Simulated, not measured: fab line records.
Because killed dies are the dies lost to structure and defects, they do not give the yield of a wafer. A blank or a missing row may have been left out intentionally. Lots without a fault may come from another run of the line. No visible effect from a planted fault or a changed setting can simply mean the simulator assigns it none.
fab line records | flow nand_harc
record: lots: 14 | wafers: 42 | last_day: 33
route steps=1302 shown P_GATE@207 P_CONTACT@217
lots that met no fault: taken from a fault-free run of the same line
start_h: the number of hours between the record's first day and the start of the first shown wafer of the lot | wait_h: how many hours have passed since the lot's step before this one | " same as the row above | L1.1+2: one row covering several wafers at once | - no value, or no start was given | * or withheld: withheld | < > ~ a bound
route shown NAME@n: a module of which the file shows steps, and the number in the route of the first | usual: mean and standard deviation over wafers with no fault | same: alike in all rows | chamber/n: place in a boat | sites: per-site readings | _std_site: the values' standard deviation | _edge_site: mean of outer sites minus mean of inner sites | radius_mm: how far each site lies from the wafer's centre | mask NAME#n: copy n | behind: the last tool/chamber to shape the wafer | hold: reason for holding the lot/hours on hold/outcome of the hold | device: the transistor (n, p or np) that didn't switch | end of line: the tests these same wafers got at the end of their route | a step with no rows: only its recipe | killed: not the wafer's yield, but the dies lost to structure and defects at the first sort | map: dies across one wafer; x = killed, . = not, _ = none there
set.NAME: the setting as run; set.NAME@STEP: as run at that earlier step | model.NAME: the simulator's own value behind a step, which no gauge read
one table for each step of the route and one row for each wafer, over a sample of lots
services: when a tool's chamber went out of use (start_h, in hours from the record's first day, below 0 if earlier), for how many hours, and the reason
== steps ==
step: NHARC_P_GATE_RTA_64
recipe: temp_c: 1050 | time_s: 1
usual: lamp_power_pct: 34.8/1.5 | wafer_temp_C_max: 1057.7/1.5
lot.wafer | tool          | chamber | start_h | wait_h | lamp_power_pct | wafer_temp_C_max
L368.4    | rtp_anneal-02 | 0       | 114.15  | -      | 33.4           | 1055.6
L368.5    | "             | 0       | "       | "      | 33.4           | 1057.5
L368.6    | "             | 0       | "       | "      | 33.4           | 1056.5
L370.2    | rtp_anneal-02 | 0       | 130.58  | -      | 33.4           | 1055.6
L370.4    | "             | 0       | "       | "      | 33.4           | 1056.1
L370.5    | "             | 0       | "       | "      | 33.4           | 1056.9
L369.2    | rtp_anneal-01 | 0       | 130.92  | -      | 36.5           | 1059.4
L369.3    | "             | 0       | "       | "      | 36.5           | 1058.5
L369.5    | "             | 0       | "       | "      | 36.5           | 1059.4
L371.1    | rtp_anneal-02 | 0       | 140.97  | -      | 33.4           | 1054.4
L371.2    | "             | 0       | "       | "      | 33.4           | 1056.1
L371.3    | "             | 0       | "       | "      | 33.4           | 1054.7
L373.1    | rtp_anneal-01 | 0       | 162.23  | -      | 36.5           | 1056.8
L373.2    | "             | 0       | "       | "      | 36.5           | 1059.3
L373.4    | "             | 0       | "       | "      | 36.5           | 1057.3
L375.1    | rtp_anneal-02 | 0       | 189.74  | -      | 33.4           | 1057.8
L375.3    | "             | 0       | "       | "      | 33.4           | 1056.7
L375.4    | "             | 0       | "       | "      | 33.4           | 1057.4
L377.1    | rtp_anneal-01 | 0       | 204.68  | -      | 36.3           | 1060.1
L377.4    | "             | 0       | "       | "      | 36.4           | 1058.9
L377.6    | "             | 0       | "       | "      | 36.5           | 1057.0
L378.2    | rtp_anneal-02 | 0       | 213.17  | -      | 33.4           | 1056.4
L378.5    | "             | 0       | "       | "      | 33.5           | 1056.2
L378.6    | "             | 0       | "       | "      | 33.4           | 1057.0
L379.1    | rtp_anneal-02 | 0       | 221.94  | -      | 33.4           | 1057.0
L379.2    | "             | 0       | "       | "      | 33.4           | 1057.6
L379.3    | "             | 0       | "       | "      | 33.4           | 1057.1
L380.3    | rtp_anneal-01 | 0       | 231.55  | -      | 36.5           | 1059.5
L380.4    | "             | 0       | "       | "      | 36.4           | 1057.4
L380.6    | "             | 0       | "       | "      | 36.4           | 1057.6
L384.3    | rtp_anneal-02 | 0       | 276.52  | -      | 33.4           | 1058.5
L384.4    | "             | 0       | "       | "      | 33.5           | 1058.2
L384.6    | "             | 0       | "       | "      | 33.4           | 1056.4
L388.2    | rtp_anneal-01 | 0       | 313.32  | -      | 36.3           | 1056.4
L388.4    | "             | 0       | "       | "      | 36.3           | 1059.5
L388.6    | "             | 0       | "       | "      | 36.4           | 1060.0
L389.2    | rtp_anneal-02 | 0       | 325.96  | -      | 33.4           | 1057.4
L389.4    | "             | 0       | "       | "      | 33.5           | 1054.9
L389.6    | "             | 0       | "       | "      | 33.4           | 1055.1
L390.1    | rtp_anneal-02 | 0       | 340.77  | -      | 33.4           | 1055.9
L390.2    | "             | 0       | "       | "      | 33.4           | 1057.3
L390.3    | "             | 0       | "       | "      | 33.4           | 1058.3
step: NHARC_P_CONTACT_DEP_30
recipe: target_thk_a: 300 | temp_c: 400 | target_thk_nm: 30 | flow_sccm: 200 | rf_w: 450 | material: SiNx
usual: heater_power_w: 708/110
lot.wafer | tool     | chamber | start_h | wait_h | heater_power_w
L368.6    | pecvd-04 | 1       | 115.75  | 0.2    | 740
L368.5    | "        | 2       | "       | "      | 829
L368.4    | "        | 0       | "       | "      | 647
L370.2    | pecvd-04 | 1       | 131.88  | 0.1    | 737
L370.5    | "        | 1       | "       | "      | 741
L370.4    | "        | 2       | "       | "      | 976
L369.2    | pecvd-04 | 0       | 132.37  | 0.2    | 780
L369.3    | "        | 1       | "       | "      | 663
L369.5    | "        | 2       | "       | "      | 928
L371.3    | pecvd-02 | 1       | 142.29  | 0.1    | 545
L371.1    | "        | 2       | "       | "      | 615
L371.2    | "        | 0       | "       | "      | 656
L373.1    | pecvd-04 | 1       | 163.55  | 0.1    | 624
L373.2    | "        | 0       | "       | "      | 639
L373.4    | "        | 1       | "       | "      | 605
L375.3    | pecvd-02 | 0       | 191.09  | 0.1    | 667
L375.1    | "        | 1       | "       | "      | 579
L375.4    | "        | 1       | "       | "      | 578
L377.1    | pecvd-02 | 0       | 206.13  | 0.1    | 622
L377.6    | "        | 1       | "       | "      | 595
L377.4    | "        | 0       | "       | "      | 625
L378.2    | pecvd-04 | 0       | 214.51  | 0.1    | 636
L378.6    | "        | 0       | "       | "      | 637
L378.5    | "        | 1       | "       | "      | 650
L379.2    | pecvd-02 | 0       | 223.28  | 0.1    | 710
L379.1    | "        | 1       | "       | "      | 544
L379.3    | "        | 2       | "       | "      | 707
L380.3    | pecvd-01 | 0       | 232.94  | 0.2    | 740
L380.6    | "        | 2       | "       | "      | 656
L380.4    | "        | 0       | "       | "      | 747
L384.3    | pecvd-02 | 1       | 278.20  | 0.3    | 661
L384.4    | "        | 0       | "       | "      | 623
L384.6    | "        | 1       | "       | "      | 675
L388.2    | pecvd-04 | 1       | 314.69  | 0.1    | 676
L388.6    | "        | 2       | "       | "      | 952
L388.4    | "        | 0       | "       | "      | 656
L389.2    | pecvd-01 | 0       | 327.25  | 0.1    | 713
L389.6    | "        | 0       | "       | "      | 702
L389.4    | "        | 2       | "       | "      | 630
L390.1    | pecvd-04 | 1       | 342.10  | 0.1    | 652
L390.3    | "        | 2       | "       | "      | 916
L390.2    | "        | 0       | "       | "      | 665
step: NHARC_P_CONTACT_EXPOSE_09
recipe: na: 1.35 | target_cd_nm: 90 | dose_mj: 81.26 | mask_id: P_CA
usual: exposure_dose_mJ_cm2: 81.18/0.088 | reticle_temp_C: 23.00/0.11
same: na: 1.35
lot.wafer | tool            | chamber | start_h | wait_h | mask   | exposure_dose_mJ_cm2 | reticle_temp_C
L368.4    | arfi_scanner-03 | 0       | 116.93  | -      | P_CA#0 | 81.16                | 23.03
L368.5    | "               | 0       | "       | "      | P_CA#0 | 81.16                | 22.89
L368.6    | "               | 0       | "       | "      | P_CA#0 | 81.18                | 22.91
L370.2    | arfi_scanner-03 | 0       | 133.16  | -      | P_CA#0 | 81.27                | 23.10
L370.4    | "               | 0       | "       | "      | P_CA#0 | 81.35                | 23.01
L370.5    | "               | 0       | "       | "      | P_CA#0 | 81.36                | 22.95
L369.2    | arfi_scanner-01 | 0       | 133.77  | -      | P_CA#0 | 81.14                | 22.93
L369.3    | "               | 0       | "       | "      | P_CA#0 | 81.23                | 22.85
L369.5    | "               | 0       | "       | "      | P_CA#0 | 81.23                | 23.01
L371.1    | arfi_scanner-01 | 0       | 143.57  | -      | P_CA#0 | 81.15                | 23.01
L371.2    | "               | 0       | "       | "      | P_CA#0 | 81.18                | 22.99
L371.3    | "               | 0       | "       | "      | P_CA#0 | 81.26                | 22.94
L373.1    | arfi_scanner-02 | 0       | 164.96  | -      | P_CA#0 | 81.15                | 22.98
L373.2    | "               | 0       | "       | "      | P_CA#0 | 81.27                | 22.86
L373.4    | "               | 0       | "       | "      | P_CA#0 | 81.14                | 22.86
L375.1    | arfi_scanner-02 | 0       | 192.49  | -      | P_CA#0 | 81.01                | 23.17
L375.3    | "               | 0       | "       | "      | P_CA#0 | 81.01                | 23.22
L375.4    | "               | 0       | "       | "      | P_CA#0 | 80.99                | 23.06
L377.1    | arfi_scanner-03 | 0       | 207.45  | -      | P_CA#0 | 81.21                | 23.11
L377.4    | "               | 0       | "       | "      | P_CA#0 | 81.21                | 23.05
L377.6    | "               | 0       | "       | "      | P_CA#0 | 81.14                | 23.05
L378.2    | arfi_scanner-01 | 0       | 215.87  | -      | P_CA#0 | 81.26                | 22.95
L378.5    | "               | 0       | "       | "      | P_CA#0 | 81.32                | 23.10
L378.6    | "               | 0       | "       | "      | P_CA#0 | 81.41                | 23.07
L379.1    | arfi_scanner-01 | 0       | 224.57  | -      | P_CA#0 | 81.18                | 23.01
L379.2    | "               | 0       | "       | "      | P_CA#0 | 81.33                | 22.93
L379.3    | "               | 0       | "       | "      | P_CA#0 | 81.26                | 23.03
L380.3    | arfi_scanner-01 | 0       | 234.15  | -      | P_CA#0 | 81.19                | 23.07
L380.4    | "               | 0       | "       | "      | P_CA#0 | 81.21                | 22.95
L380.6    | "               | 0       | "       | "      | P_CA#0 | 81.27                | 23.15
L384.3    | arfi_scanner-03 | 0       | 279.54  | -      | P_CA#0 | 81.29                | 22.96
L384.4    | "               | 0       | "       | "      | P_CA#0 | 81.18                | 23.05
L384.6    | "               | 0       | "       | "      | P_CA#0 | 81.20                | 23.06
L388.2    | arfi_scanner-03 | 0       | 316.02  | -      | P_CA#0 | 40.92                | 22.66
L388.4    | "               | 0       | "       | "      | P_CA#0 | 41.02                | 22.79
L388.6    | "               | 0       | "       | "      | P_CA#0 | 41.15                | 22.90
L389.2    | arfi_scanner-02 | 0       | 328.66  | -      | P_CA#0 | 81.06                | 23.07
L389.4    | "               | 0       | "       | "      | P_CA#0 | 81.10                | 23.12
L389.6    | "               | 0       | "       | "      | P_CA#0 | 81.08                | 23.08
L390.1    | arfi_scanner-03 | 0       | 343.49  | -      | P_CA#0 | 49.13                | 23.00
L390.2    | "               | 0       | "       | "      | P_CA#0 | 49.07                | 22.97
L390.3    | "               | 0       | "       | "      | P_CA#0 | 49.19                | 23.07
step: NHARC_P_CONTACT_CD_MEAS_12
recipe: target_cd_nm: 90 | landing_energy_ev: 500
usual: cd_nm: 89.8/0.53
lot.wafer | tool      | chamber | start_h | wait_h | cd_nm
L368.4    | cd_sem-01 | 0       | 117.06  | -      | 89.7
L368.5    | "         | 0       | "       | "      | 89.8
L368.6    | "         | 0       | "       | "      | 89.6
L370.2    | cd_sem-02 | 0       | 133.30  | -      | 90.6
L370.4    | "         | 0       | "       | "      | 90.2
L370.5    | "         | 0       | "       | "      | 89.7
L369.2    | cd_sem-02 | 0       | 133.91  | -      | 89.5
L369.3    | "         | 0       | "       | "      | 89.0
L369.5    | "         | 0       | "       | "      | 89.5
L371.1    | cd_sem-03 | 0       | 143.71  | -      | 89.4
L371.2    | "         | 0       | "       | "      | 90.0
L371.3    | "         | 0       | "       | "      | 90.4
L373.1    | cd_sem-01 | 0       | 165.09  | -      | 89.6
L373.2    | "         | 0       | "       | "      | 90.0
L373.4    | "         | 0       | "       | "      | 89.6
L375.1    | cd_sem-02 | 0       | 192.63  | -      | 89.9
L375.3    | "         | 0       | "       | "      | 89.8
L375.4    | "         | 0       | "       | "      | 89.5
L377.1    | cd_sem-03 | 0       | 207.59  | -      | 90.2
L377.4    | "         | 0       | "       | "      | 89.9
L377.6    | "         | 0       | "       | "      | 90.0
L378.2    | cd_sem-03 | 0       | 216.01  | -      | 89.6
L378.5    | "         | 0       | "       | "      | 89.5
L378.6    | "         | 0       | "       | "      | 89.8
L379.1    | cd_sem-01 | 0       | 224.71  | -      | 89.7
L379.2    | "         | 0       | "       | "      | 89.9
L379.3    | "         | 0       | "       | "      | 89.7
L380.3    | cd_sem-01 | 0       | 234.28  | -      | 89.7
L380.4    | "         | 0       | "       | "      | 90.1
L380.6    | "         | 0       | "       | "      | 91.0
L384.3    | cd_sem-01 | 0       | 279.67  | -      | 90.1
L384.4    | "         | 0       | "       | "      | 89.9
L384.6    | "         | 0       | "       | "      | 90.4
L388.2    | cd_sem-02 | 0       | 316.16  | -      | 48.7
L388.4    | "         | 0       | "       | "      | 48.9
L388.6    | "         | 0       | "       | "      | 48.6
L389.2    | cd_sem-01 | 0       | 328.80  | -      | 89.2
L389.4    | "         | 0       | "       | "      | 89.4
L389.6    | "         | 0       | "       | "      | 89.8
L390.1    | cd_sem-03 | 0       | 343.63  | -      | 59.2
L390.2    | "         | 0       | "       | "      | 58.9
L390.3    | "         | 0       | "       | "      | 58.4
step: NHARC_P_CONTACT_ETCH_36
recipe: target_depth_a: 2600 | over_etch_frac: 0.25 | time_s: 406.25 | ion_energy_ev: 200 | n2_flow_sccm: 150 | h2_flow_sccm: 150 | ar_flow_sccm: 0 | rf_w: 400 | bias_w: 150 | chemistry: N2/H2
usual: drypump_motor_current_A: 5.9/0.36 | oes_product_au: 0.999/0.0082 | rf_vpp_V: 431.2/2.3 | showerhead_plenum_p_Torr: 2.06/0.076 | throttle_valve_pct: 14.172/0.0093
lot.wafer | tool        | chamber | start_h | wait_h | drypump_motor_current_A | oes_product_au | rf_hours_counter_h | rf_vpp_V | showerhead_plenum_p_Torr | throttle_valve_pct
L368.4    | rie_diel-11 | 2       | -       | -      | 5.8                     | 1.016          | 0.8                | 433.6    | 2.13                     | 14.171
L368.5    | "           | 1       | "       | "      | 5.5                     | 1.006          | -                  | 433.0    | 2.15                     | 14.168
L368.6    | "           | 2       | "       | "      | 5.8                     | 1.008          | -                  | 433.4    | 2.14                     | 14.166
L370.2    | rie_diel-11 | 3       | -       | -      | 6.2                     | 1.001          | 1.5                | 427.3    | 1.96                     | 14.169
L370.4    | "           | 1       | "       | "      | 5.6                     | 0.994          | 1.5                | 433.4    | 2.15                     | 14.169
L370.5    | "           | 0       | "       | "      | 6.5                     | 1.008          | -                  | 433.5    | 2.15                     | 14.163
L369.3    | rie_diel-12 | 3       | -       | -      | 6.0                     | 0.998          | 1.2                | 428.2    | 1.97                     | 14.167
L369.2    | "           | 0       | "       | "      | 5.5                     | 0.996          | 1.2                | 433.7    | 2.10                     | 14.163
L369.5    | "           | 1       | "       | "      | 6.1                     | 0.994          | -                  | 432.0    | 2.10                     | 14.183
L371.3    | rie_diel-12 | 3       | -       | -      | 5.9                     | 1.010          | 2.3                | 428.9    | 1.97                     | 14.151
L371.1    | "           | 0       | "       | "      | 5.5                     | 0.998          | 2.2                | 432.5    | 2.10                     | 14.161
L371.2    | "           | 1       | "       | "      | 6.1                     | 0.986          | 2.4                | 430.7    | 2.10                     | 14.139
L373.2    | rie_diel-12 | 1       | -       | -      | 6.1                     | 0.982          | 3.7                | 432.7    | 2.10                     | 14.180
L373.1    | "           | 2       | "       | "      | 5.8                     | 0.981          | 3.6                | 430.1    | 2.01                     | 14.176
L373.4    | "           | 3       | "       | "      | 6.0                     | 0.992          | -                  | 428.6    | 1.97                     | 14.169
L375.1    | rie_diel-12 | 0       | -       | -      | 5.5                     | 0.995          | 4.0                | 433.6    | 2.10                     | 14.180
L375.3    | "           | 1       | "       | "      | 6.1                     | 0.990          | 5.6                | 433.1    | 2.10                     | 14.184
L375.4    | "           | 2       | "       | "      | 5.8                     | 1.003          | 5.6                | 427.5    | 2.01                     | 14.177
L377.1    | rie_diel-12 | 0       | -       | -      | 5.5                     | 1.003          | 5.4                | 430.9    | 2.10                     | 14.176
L377.6    | "           | 3       | "       | "      | 6.0                     | 1.007          | -                  | 428.2    | 1.97                     | 14.170
L377.4    | "           | 0       | "       | "      | 5.5                     | 1.012          | -                  | 431.9    | 2.10                     | 14.162
L378.2    | rie_diel-11 | 3       | -       | -      | 6.2                     | 0.988          | 3.5                | 427.3    | 1.96                     | 14.176
L378.6    | "           | 2       | "       | "      | 5.8                     | 0.987          | -                  | 431.8    | 2.13                     | 14.166
L378.5    | "           | 3       | "       | "      | 6.2                     | 0.987          | -                  | 429.9    | 1.96                     | 14.156
L379.1    | rie_diel-11 | 1       | -       | -      | 5.6                     | 1.001          | 4.1                | 433.6    | 2.15                     | 14.185
L379.3    | "           | 2       | "       | "      | 5.8                     | 1.000          | 3.9                | 432.0    | 2.13                     | 14.156
L379.2    | "           | 3       | "       | "      | 6.2                     | 0.997          | 4.0                | 428.5    | 1.96                     | 14.180
L380.4    | rie_diel-11 | 3       | -       | -      | 6.2                     | 0.990          | 4.3                | 428.6    | 1.96                     | 14.169
L380.3    | "           | 0       | "       | "      | 6.5                     | 0.994          | 4.5                | 432.3    | 2.15                     | 14.172
L380.6    | "           | 2       | "       | "      | 5.8                     | 0.994          | -                  | 432.0    | 2.13                     | 14.184
L384.4    | rie_diel-07 | 0       | -       | -      | 6.1                     | 1.003          | 3.5                | 427.8    | 1.94                     | 14.167
L384.3    | "           | 1       | "       | "      | 5.7                     | 1.012          | 2.8                | 433.2    | 2.16                     | 14.168
L384.6    | "           | 3       | "       | "      | 6.5                     | 1.007          | -                  | 429.5    | 2.02                     | 14.169
L388.2    | rie_diel-11 | 3       | -       | -      | 6.2                     | 1.011          | 1.8                | 428.8    | 1.96                     | 14.180
L388.4    | "           | 0       | "       | "      | 6.4                     | 1.013          | 1.7                | 432.2    | 2.15                     | 14.163
L388.6    | "           | 3       | "       | "      | 6.2                     | 1.011          | -                  | 427.5    | 1.96                     | 14.169
L389.2    | rie_diel-07 | 3       | -       | -      | 6.5                     | 1.005          | 0.6                | 431.8    | 2.02                     | 14.182
L389.6    | "           | 1       | "       | "      | 5.8                     | 1.004          | -                  | 433.8    | 2.16                     | 14.172
L389.4    | "           | 2       | "       | "      | 5.1                     | 1.005          | -                  | 430.1    | 2.05                     | 14.166
L390.1    | rie_diel-11 | 3       | -       | -      | 6.2                     | 1.014          | 2.7                | 426.9    | 1.96                     | 14.183
L390.3    | "           | 0       | "       | "      | 6.5                     | 1.014          | 2.5                | 432.5    | 2.15                     | 14.168
L390.2    | "           | 1       | "       | "      | 5.6                     | 0.993          | 2.4                | 433.3    | 2.15                     | 14.181
step: NHARC_P_CONTACT_CD_MEAS_19
usual: cd_nm: 89.4/1
lot.wafer | tool      | chamber | start_h | wait_h | cd_nm
L368.4    | cd_sem-02 | -       | 118.12  | -      | 91.3
L368.5    | "         | -       | "       | "      | 89.8
L368.6    | "         | -       | "       | "      | 90.7
L370.2    | cd_sem-02 | -       | 134.35  | -      | 88.7
L370.4    | "         | -       | "       | "      | 87.9
L370.5    | "         | -       | "       | "      | 88.6
L369.2    | cd_sem-01 | -       | 134.97  | -      | 88.9
L369.3    | "         | -       | "       | "      | 88.7
L369.5    | "         | -       | "       | "      | 89.8
L371.1    | cd_sem-02 | -       | 144.77  | -      | 88.4
L371.2    | "         | -       | "       | "      | 89.8
L371.3    | "         | -       | "       | "      | 89.4
L373.1    | cd_sem-03 | -       | 166.30  | -      | 88.0
L373.2    | "         | -       | "       | "      | 88.9
L373.4    | "         | -       | "       | "      | 88.1
L375.1    | cd_sem-02 | -       | 193.69  | -      | 90.0
L375.3    | "         | -       | "       | "      | 89.2
L375.4    | "         | -       | "       | "      | 89.7
L377.1    | cd_sem-02 | -       | 208.81  | -      | 89.6
L377.4    | "         | -       | "       | "      | 89.3
L377.6    | "         | -       | "       | "      | 89.3
L378.2    | cd_sem-03 | -       | 217.07  | -      | 88.6
L378.5    | "         | -       | "       | "      | 87.8
L378.6    | "         | -       | "       | "      | 89.9
L379.1    | cd_sem-02 | -       | 225.80  | -      | 90.0
L379.2    | "         | -       | "       | "      | 89.3
L379.3    | "         | -       | "       | "      | 91.6
L380.3    | cd_sem-03 | -       | 235.34  | -      | 89.5
L380.4    | "         | -       | "       | "      | 87.9
L380.6    | "         | -       | "       | "      | 91.8
L384.3    | cd_sem-02 | -       | 280.73  | -      | 90.2
L384.4    | "         | -       | "       | "      | 90.3
L384.6    | "         | -       | "       | "      | 90.5
L388.2    | cd_sem-02 | -       | 317.21  | -      | 46.7
L388.4    | "         | -       | "       | "      | 48.6
L388.6    | "         | -       | "       | "      | 47.1
L389.2    | cd_sem-02 | -       | 330.01  | -      | 91.1
L389.4    | "         | -       | "       | "      | 88.2
L389.6    | "         | -       | "       | "      | 89.9
L390.1    | cd_sem-02 | -       | 344.69  | -      | 59.5
L390.2    | "         | -       | "       | "      | 56.9
L390.3    | "         | -       | "       | "      | 58.9
== services ==
tool            | chamber | start_h | hours | kind
rie_diel-12     | -       | 91.40   | 9.0   | pm
rie_diel-07     | -       | 117.20  | 9.0   | pm
pecvd-04        | 1       | 123.18  | 3.4   | repair
pecvd-02        | -       | 128.49  | 1.2   | repair
pecvd-01        | -       | 130.36  | 13.0  | pm
pecvd-04        | -       | 136.76  | 1.7   | repair
arfi_scanner-02 | -       | 140.00  | 4.0   | pm
rie_diel-12     | 3       | 155.98  | 4.1   | repair
rie_diel-11     | -       | 160.03  | 1.8   | repair
rie_diel-12     | 0       | 161.09  | 21.0  | repair
arfi_scanner-01 | -       | 164.31  | 0.5   | repair
arfi_scanner-03 | -       | 198.32  | 4.0   | pm
rie_diel-12     | 1       | 201.23  | 7.6   | repair
arfi_scanner-03 | -       | 209.94  | 0.7   | repair
pecvd-02        | -       | 227.19  | 13.0  | pm
arfi_scanner-01 | -       | 252.00  | 4.0   | pm
rie_diel-11     | -       | 255.50  | 9.0   | pm
arfi_scanner-03 | -       | 260.85  | 0.5   | repair
rie_diel-12     | -       | 268.40  | 9.0   | pm
pecvd-04        | -       | 269.52  | 13.0  | pm
arfi_scanner-01 | -       | 285.44  | 10.8  | repair
arfi_scanner-02 | -       | 300.39  | 2.5   | repair
rie_diel-12     | 2       | 301.15  | 3.8   | repair
arfi_scanner-02 | -       | 312.00  | 4.0   | pm
== key ==
first_sign: step: NHARC_P_CONTACT_EXPOSE_09 | reading: exposure_dose_mJ_cm2 | direction: down | sigmas: 99+ | usual: 81.18 | struck: 45.08
effect: step: NHARC_P_CONTACT_CD_MEAS_12 | reading: cd_nm | direction: down | sigmas: 68 | usual: 89.8 | struck: 53.8 | through: control_loop
effect: step: NHARC_P_CONTACT_CD_MEAS_19 | reading: cd_nm | direction: down | sigmas: 36 | usual: 89.4 | struck: 52.9 | through: control_loop
met_at NHARC_P_CONTACT_EXPOSE_09
struck_lots L388,L390
later_rows_left_out L388.2,L388.4,L388.6,L390.1,L390.2,L390.3
sort_left_out L388.2,L388.4,L388.6,L390.1,L390.2,L390.3
tester_left_out L388,L390
loop_trim: step: NHARC_P_CONTACT_EXPOSE_09 | setting: dose | lots: L390
not_acting_at NHARC_P_GATE_RTA_64,NHARC_P_CONTACT_DEP_30,NHARC_P_CONTACT_ETCH_36
onset_between 279.54 316.02
fault: kind: process_parameter_drift | tool: arfi_scanner-03 | chamber: - | onset_h: 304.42 | steps: NHARC_P_CONTACT_EXPOSE_09 | channel: dose_mj | offset: -40.081 | shape: step | acts_in: these_recipes_only | stated: 81.26
tester_left_out: of these lots the tester's yield and bins aren't shown, on N5 and GAA mostly nor the transistor test; their killed dies are dies lost to structure and defects alone, not to doping, threshold or leakage, so they don't give the yield
sort_left_out: the simulated sort isn't trusted on such a fault, so these wafers' sort isn't shown, and their yield isn't known
later_rows_left_out: the simulator's readings of these wafers behind a module that went badly wrong aren't trusted and aren't shown, but for the sort
loop_trim: a control loop set the setting to another value than it would have without faults
